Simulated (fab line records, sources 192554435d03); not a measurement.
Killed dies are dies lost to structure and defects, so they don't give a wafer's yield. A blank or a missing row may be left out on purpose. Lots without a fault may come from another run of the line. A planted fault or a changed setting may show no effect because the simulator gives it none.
Split-lot experiment | flow n5_finfet | 7 lots, 39 wafers read, on a route of 1938 steps

THE SPLIT
At N5_STI_FIN_REVEAL_RECESS_09 (chemistry HF/NH3, target SiO2, afs cycles 11, target depth 42.5 nm, sublimation time 60 s), the setting target_depth_a was moved away from the recipe's 425 angstrom on 9 of the 39 wafers read, by -3.2% to +4.4%. The other wafers ran this setting at the recipe's value.

FROM THE SPLIT TO THE READING: what the file shows between them, 3 steps
- N5_STI_FIN_REVEAL_STRIP_16: strips SiNx in H3PO4, target depth 23.8 nm
- N5_STI_FIN_REVEAL_PRECLEAN_17: cleans in NF3:NH3, afs cycles 1, time 20 s, sublimation time 60 s
- N5_STI_FIN_REVEAL_SRD_23: time 30 s

THE READING
trench_depth_nm, in nm, at N5_STI_FIN_REVEAL_FIN_H_MEAS_10. Fault-free wafers of this fab line usually give 51.9 nm, standard deviation 0.76 nm.

wafer  | tool, chamber at the split | target_depth_a as run, angstrom | against the recipe | trench_depth_nm, nm | against lot-mates on the recipe
L077.1 | vapor_etch-02, 0           | 411.2                           | -3.2%              | 51.0                | -2.0
L077.2 | vapor_etch-02, 1           | 425                             | recipe             | 52.8                | -
L077.3 | vapor_etch-02, 0           | 411.2                           | -3.2%              | 51.5                | -1.5
L077.4 | vapor_etch-02, 1           | 425                             | recipe             | 53.2                | -
L077.5 | vapor_etch-02, 1           | 425                             | recipe             | 53.1                | -
L077.6 | vapor_etch-02, 0           | 411.2                           | -3.2%              | 51.3                | -1.7
L080.1 | vapor_etch-01, 0,1,0       | 425                             | recipe             | 53.3                | -
L080.2 | vapor_etch-01, 0,1,0       | 425                             | recipe             | 52.3                | -
L080.5 | vapor_etch-01, 0,1,0       | 425                             | recipe             | 53.4                | -
L088.1 | vapor_etch-02, 1,0,1,0,0,1 | 425                             | recipe             | 51.6                | -
L088.2 | vapor_etch-02, 1,0,1,0,0,1 | 425                             | recipe             | 51.2                | -
L088.3 | vapor_etch-02, 1,0,1,0,0,1 | 425                             | recipe             | 51.3                | -
L088.4 | vapor_etch-02, 1,0,1,0,0,1 | 425                             | recipe             | 51.8                | -
L088.5 | vapor_etch-02, 1,0,1,0,0,1 | 425                             | recipe             | 51.0                | -
L088.6 | vapor_etch-02, 1,0,1,0,0,1 | 425                             | recipe             | 52.1                | -
L090.1 | vapor_etch-01, 0,1,1,0,1,0 | 425                             | recipe             | 51.8                | -
L090.2 | vapor_etch-01, 0,1,1,0,1,0 | 425                             | recipe             | 51.8                | -
L090.3 | vapor_etch-01, 0,1,1,0,1,0 | 425                             | recipe             | 51.3                | -
L090.4 | vapor_etch-01, 0,1,1,0,1,0 | 425                             | recipe             | 51.8                | -
L090.5 | vapor_etch-01, 0,1,1,0,1,0 | 425                             | recipe             | 50.9                | -
L090.6 | vapor_etch-01, 0,1,1,0,1,0 | 425                             | recipe             | 50.6                | -
L092.1 | vapor_etch-01, 0,1,1       | 440.8                           | +3.7%              | 53.8                | +1.3
L092.2 | vapor_etch-01, 1,0,0       | 425                             | recipe             | 52.5                | -
L092.3 | vapor_etch-01, 1,0,0       | 425                             | recipe             | 52.8                | -
L092.4 | vapor_etch-01, 0,1,1       | 440.8                           | +3.7%              | 54.0                | +1.5
L092.5 | vapor_etch-01, 0,1,1       | 440.8                           | +3.7%              | 54.3                | +1.8
L092.6 | vapor_etch-01, 1,0,0       | 425                             | recipe             | 52.2                | -
L093.1 | vapor_etch-02, 0,1,1,0,1,0 | 425                             | recipe             | 52.5                | -
L093.2 | vapor_etch-02, 0,1,1,0,1,0 | 425                             | recipe             | 52.5                | -
L093.3 | vapor_etch-02, 0,1,1,0,1,0 | 425                             | recipe             | 52.3                | -
L093.4 | vapor_etch-02, 0,1,1,0,1,0 | 425                             | recipe             | 51.8                | -
L093.5 | vapor_etch-02, 0,1,1,0,1,0 | 425                             | recipe             | 52.7                | -
L093.6 | vapor_etch-02, 0,1,1,0,1,0 | 425                             | recipe             | 52.7                | -
L094.1 | vapor_etch-02, 0,1,1       | 443.9                           | +4.4%              | 53.4                | +1.7
L094.2 | vapor_etch-02, 0,1,1       | 443.9                           | +4.4%              | 53.8                | +2.1
L094.3 | vapor_etch-02, 1,0,0       | 425                             | recipe             | 51.6                | -
L094.4 | vapor_etch-02, 1,0,0       | 425                             | recipe             | 52.1                | -
L094.5 | vapor_etch-02, 0,1,1       | 443.9                           | +4.4%              | 54.3                | +2.6
L094.6 | vapor_etch-02, 1,0,0       | 425                             | recipe             | 51.3                | -
Where a row lists several chambers, the file gives one row for several wafers and doesn't say which wafer went through which chamber.

THE FIT
A straight line over all 39 wafers: trench_depth_nm changes by +0.393 nm for each +1% of target_depth_a; r = +0.72; the points scatter about the line by 0.7 nm.
The same after taking each lot's own level away (the mean of its wafers on the recipe; 39 wafers): +0.481 nm for each +1%; r = +0.92; scatter 0.37 nm.
On that fit, the largest move of target_depth_a shifts the reading by 2.1 nm.
The lots' own levels span 51.37 to 53.03 nm, that is 2.2 times the standard deviation above.
So the lot-to-lot level blurs the effect unless lot-mates are compared.
Check: with one of the wafers moved furthest among these (+4.4%) left out of the fit, the line predicts +2.18 nm for it against its lot-mates. It came out at +1.73 nm against them.

THE FILE'S OWN FIT
trench_depth_nm changes by +0.476 nm for each +1% of target_depth_a, r = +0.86.
